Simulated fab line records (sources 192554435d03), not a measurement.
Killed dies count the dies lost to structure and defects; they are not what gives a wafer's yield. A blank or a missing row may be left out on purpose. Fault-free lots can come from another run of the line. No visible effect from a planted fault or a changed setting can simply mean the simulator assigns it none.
Split-lot experiment    flow n5 finfet    21 wafers read from 7 lots, route of 1938 steps

== THE SPLIT ITSELF ==
At N5_BEOL_M13_ILD_DEP_00 (deposits SiOC from DEMS/O2, target thk 837.92 nm, time 166.4 s), the setting time s was moved away from the recipe's 166.4 s on 6 of the 21 wafers read, by -9.2% to +13.9%. For the rest of the wafers, this setting stayed at what the recipe calls for.

There is no step in the file separating the split from the reading.

== THE READING ==
M13_ILD_THK (nm), taken at N5_BEOL_M13_THK_MEAS_01. A value of 832 nm with a standard deviation of 9.7 nm is what fault-free wafers of this fab line usually give.

wafer   tool, chamber at the split  time s as run, s  against the recipe  M13_ILD_THK, nm  against lot-mates on the recipe
L074.2  pecvd-01, 2                 179.2             +7.7%               892              +71
L074.3  pecvd-01, 1                 166.4             recipe              821              -
L074.5  pecvd-01, 1                 179.2             +7.7%               908              +87
L078.3  pecvd-02, 0                 166.4             recipe              835              -
L078.5  pecvd-02, 0                 166.4             recipe              850              -
L078.6  pecvd-02, 2                 166.4             recipe              842              -
L082.3  pecvd-04, 1                 151.1             -9.2%               744              -88
L082.5  pecvd-04, 2                 166.4             recipe              832              -
L082.6  pecvd-04, 0                 166.4             recipe              831              -
L085.1  pecvd-04, 0                 166.4             recipe              833              -
L085.2  pecvd-04, 1                 166.4             recipe              824              -
L085.6  pecvd-04, 2                 166.4             recipe              846              -
L090.2  pecvd-04, 2                 166.4             recipe              824              -
L090.4  pecvd-04, 2                 166.4             recipe              835              -
L090.5  pecvd-04, 0                 189.6             +13.9%              965              +136
L091.2  pecvd-02, 1                 155.4             -6.6%               767              -52
L091.3  pecvd-02, 0                 166.4             recipe              819              -
L091.5  pecvd-02, 1                 155.4             -6.6%               774              -45
L094.3  pecvd-01, 0                 166.4             recipe              833              -
L094.4  pecvd-01, 0                 166.4             recipe              845              -
L094.5  pecvd-01, 1                 166.4             recipe              827              -

THE FIT
A straight line over all 21 wafers: M13_ILD_THK changes by +9.32 nm for each +1% of time s; r = +0.98; the points scatter about the line by 8.7 nm.
The same after taking each lot's own level away (the mean of its wafers on the recipe; 21 wafers): +9.36 nm for each +1%; r = +0.99; scatter 7.7 nm.
The reading moves by 1.3e+02 nm for the largest change in time s, on that fit.
Across the lots, their own levels run from 819.0 to 842.3 nm, a range of 2.4 times the standard deviation given above.
So the lot-to-lot level changes the slope little: the two slopes agree.
Check: with one of the wafers moved furthest among these (+13.9%) left out of the fit, the line predicts +130 nm for it against its lot-mates. Against them it came out at +136 nm.

== FURTHER SPLITS ON THESE WAFERS ==
Other splits were also applied to these wafers ahead of the reading. Each is held against what the fit with the lots' levels taken away leaves over:
other split on the same wafers     wafers away from the commonest value  r with M13_ILD_THK (lot level and that fit taken away)
N5_BEOL_M12_STRIP_37 h2 flow sccm  7                                     -0.01

== THE WHOLE CHAIN: every reading that the file lists as answering this split, in the file's order ==
step                     what it does                                                    reading                                                                              change (the file's fit)                                                                 r (the file's)
N5_BEOL_M13_ILD_DEP_00   deposits SiOC from DEMS/O2, target thk 837.92 nm, time 166.4 s  SiOC_of_BEOL_M13_ILD_DEP_00.thk nm (the simulator's own value, which no gauge read)  +9.5 nm for each +1% of the setting                                                     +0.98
N5_BEOL_M13_THK_MEAS_01                                                                  M13_ILD_THK                                                                          +9.47 for each +1% of the setting                                                       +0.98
N5_BEOL_M13_VIA_ETCH_16  etches SiOC in C4F8/O2/Ar, target depth 921.7 nm                etch.depth nm (the simulator's own value, which no gauge read)                       +9.5 nm for each +1% of the setting                                                     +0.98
N5_BEOL_M13_ETCH_38      etches SiCN in CF4/N2, target depth 67.5 nm, time 71.9 s        SiOC_of_BEOL_M13_ILD_DEP_00.thk nm (the simulator's own value, which no gauge read)  +9.44 nm for each +1% of the setting                                                    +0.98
N5_BEOL_M13_VIA_ETCH_16  etches SiOC in C4F8/O2/Ar, target depth 921.7 nm                coat_of_BEOL_M13_COAT_04.thk nm (the simulator's own value, which no gauge read)     -2.86 nm for each +1% of the setting, in a fit together with spin rpm@BEOL_M13_COAT_04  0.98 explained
N5_BEOL_M13_STRIP_63     strips in N2/H2                                                 strip time to endpoint s                                                             withheld for each +1% of the setting, in a fit together with spin rpm@BEOL_M13_COAT_04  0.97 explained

== THE FILE'S OWN FIT ==
M13_ILD_THK changes by +9.47 nm for each +1% of time s, r = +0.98.
